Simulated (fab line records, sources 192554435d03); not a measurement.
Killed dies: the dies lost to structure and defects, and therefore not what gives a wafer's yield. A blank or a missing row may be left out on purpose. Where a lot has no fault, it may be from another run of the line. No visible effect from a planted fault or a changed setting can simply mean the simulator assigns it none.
Split-lot trial || flow n5Finfet || route with 1938 steps; 7 lots, 21 wafers read

== ON THE SPLIT ==
At N5_BEOL_M9_ETCH_62 (etches SOC in N2/H2, target depth 110 nm, overetch 22 nm, time 165 s), the setting sourceW was moved away from the recipe's 840 W on 7 of the 21 wafers read, by -17.6% to +12.5%. This setting was run at the recipe's value on the other wafers.

Reading taken at the split's own step.

== THE READING ==
rfVppV, in V, at N5_BEOL_M9_ETCH_62 (etches SOC in N2/H2, target depth 110 nm, overetch 22 nm, time 165 s). Fault-free wafers of this fab line usually give 524.4 V, standard deviation 2.6 V.

{"wafer": "L074.1", "tool, chamber at the split": "rieDiel-03, 2", "sourceW as run, W": 913.6, "against the recipe": "+8.8%", "rfVppV, V": 506.3, "against lot-mates on the recipe": -19.8}
{"wafer": "L074.3", "tool, chamber at the split": "rieDiel-03, 3", "sourceW as run, W": 840, "against the recipe": "recipe", "rfVppV, V": 526.1, "against lot-mates on the recipe": "-"}
{"wafer": "L074.5", "tool, chamber at the split": "rieDiel-03, 1", "sourceW as run, W": 913.6, "against the recipe": "+8.8%", "rfVppV, V": 512.9, "against lot-mates on the recipe": -13.2}
{"wafer": "L078.1", "tool, chamber at the split": "rieDiel-06, 0", "sourceW as run, W": 840, "against the recipe": "recipe", "rfVppV, V": 523.1, "against lot-mates on the recipe": "-"}
{"wafer": "L078.2", "tool, chamber at the split": "rieDiel-06, 3", "sourceW as run, W": 840, "against the recipe": "recipe", "rfVppV, V": 527.3, "against lot-mates on the recipe": "-"}
{"wafer": "L078.5", "tool, chamber at the split": "rieDiel-06, 2", "sourceW as run, W": 840, "against the recipe": "recipe", "rfVppV, V": 523.5, "against lot-mates on the recipe": "-"}
{"wafer": "L080.1", "tool, chamber at the split": "rieDiel-03, 0", "sourceW as run, W": 840, "against the recipe": "recipe", "rfVppV, V": 526.9, "against lot-mates on the recipe": "-"}
{"wafer": "L080.3", "tool, chamber at the split": "rieDiel-03, 2", "sourceW as run, W": 840, "against the recipe": "recipe", "rfVppV, V": 519.6, "against lot-mates on the recipe": "-"}
{"wafer": "L080.4", "tool, chamber at the split": "rieDiel-03, 0", "sourceW as run, W": 939.1, "against the recipe": "+11.8%", "rfVppV, V": 507.9, "against lot-mates on the recipe": -15.4}
{"wafer": "L086.1", "tool, chamber at the split": "rieDiel-01, 0", "sourceW as run, W": 840, "against the recipe": "recipe", "rfVppV, V": 525.7, "against lot-mates on the recipe": "-"}
{"wafer": "L086.3", "tool, chamber at the split": "rieDiel-01, 0", "sourceW as run, W": 945.3, "against the recipe": "+12.5%", "rfVppV, V": 505.9, "against lot-mates on the recipe": -20.1}
{"wafer": "L086.4", "tool, chamber at the split": "rieDiel-01, 0", "sourceW as run, W": 840, "against the recipe": "recipe", "rfVppV, V": 526.3, "against lot-mates on the recipe": "-"}
{"wafer": "L088.1", "tool, chamber at the split": "rieDiel-06, 2", "sourceW as run, W": 840, "against the recipe": "recipe", "rfVppV, V": 521.8, "against lot-mates on the recipe": "-"}
{"wafer": "L088.2", "tool, chamber at the split": "rieDiel-06, 0", "sourceW as run, W": 692.5, "against the recipe": "-17.6%", "rfVppV, V": 556.1, "against lot-mates on the recipe": "+34.3"}
{"wafer": "L088.3", "tool, chamber at the split": "rieDiel-06, 3", "sourceW as run, W": 692.5, "against the recipe": "-17.6%", "rfVppV, V": 563.9, "against lot-mates on the recipe": "+42.1"}
{"wafer": "L087.1", "tool, chamber at the split": "rieDiel-06, 3", "sourceW as run, W": 840, "against the recipe": "recipe", "rfVppV, V": 527.8, "against lot-mates on the recipe": "-"}
{"wafer": "L087.2", "tool, chamber at the split": "rieDiel-06, 0", "sourceW as run, W": 840, "against the recipe": "recipe", "rfVppV, V": 522.1, "against lot-mates on the recipe": "-"}
{"wafer": "L087.3", "tool, chamber at the split": "rieDiel-06, 1", "sourceW as run, W": 840, "against the recipe": "recipe", "rfVppV, V": 523.7, "against lot-mates on the recipe": "-"}
{"wafer": "L096.2", "tool, chamber at the split": "rieDiel-06, 0", "sourceW as run, W": 840, "against the recipe": "recipe", "rfVppV, V": 522.4, "against lot-mates on the recipe": "-"}
{"wafer": "L096.3", "tool, chamber at the split": "rieDiel-06, 1", "sourceW as run, W": 840, "against the recipe": "recipe", "rfVppV, V": 524.6, "against lot-mates on the recipe": "-"}
{"wafer": "L096.6", "tool, chamber at the split": "rieDiel-06, 0", "sourceW as run, W": 752.4, "against the recipe": "-10.4%", "rfVppV, V": 541.4, "against lot-mates on the recipe": "+17.9"}

FIT RESULTS
A straight line over all 21 wafers: rfVppV changes by -1.8 V for each +1% of sourceW; r = -0.98; the points scatter about the line by 3.2 V.
The same after taking each lot's own level away (the mean of its wafers on the recipe; 21 wafers): -1.91 V for each +1%; r = -0.98; scatter 3.3 V.
On that fit, the largest move of sourceW shifts the reading by 34 V.
Measured against the standard deviation above, the lots' own levels, which go from 521.80 to 526.10 V, span 1.7 times it.
The two slopes are in agreement: the lot-to-lot level therefore moves the slope only a little.
Check: for one of the wafers moved furthest among these (-17.6%), held out of the fit, the line's prediction against its lot-mates is +34.5 V. It came out at +34.3 V against them.
Tool readings at the split's step, against how far the setting was moved: rfVppV r = -0.98.

== THE OTHER SPLITS THESE WAFERS WENT THROUGH ==
Other splits were also applied to these wafers ahead of the reading. Each is held against what the fit with the lots' levels taken away leaves over:
{"other split on the same wafers": "N5_BEOL_M8_TRENCH_ETCH_37 sourceW", "wafers away from the commonest value": 11, "r with rfVppV (lot level and that fit taken away)": "+0.10"}
{"other split on the same wafers": "N5_BEOL_M8_ALD_77 aldCycles", "wafers away from the commonest value": 6, "r with rfVppV (lot level and that fit taken away)": -0.28}

== FILE'S OWN FIT ==
rfVppV changes by -1.82 V for each +1% of sourceW, r = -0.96.
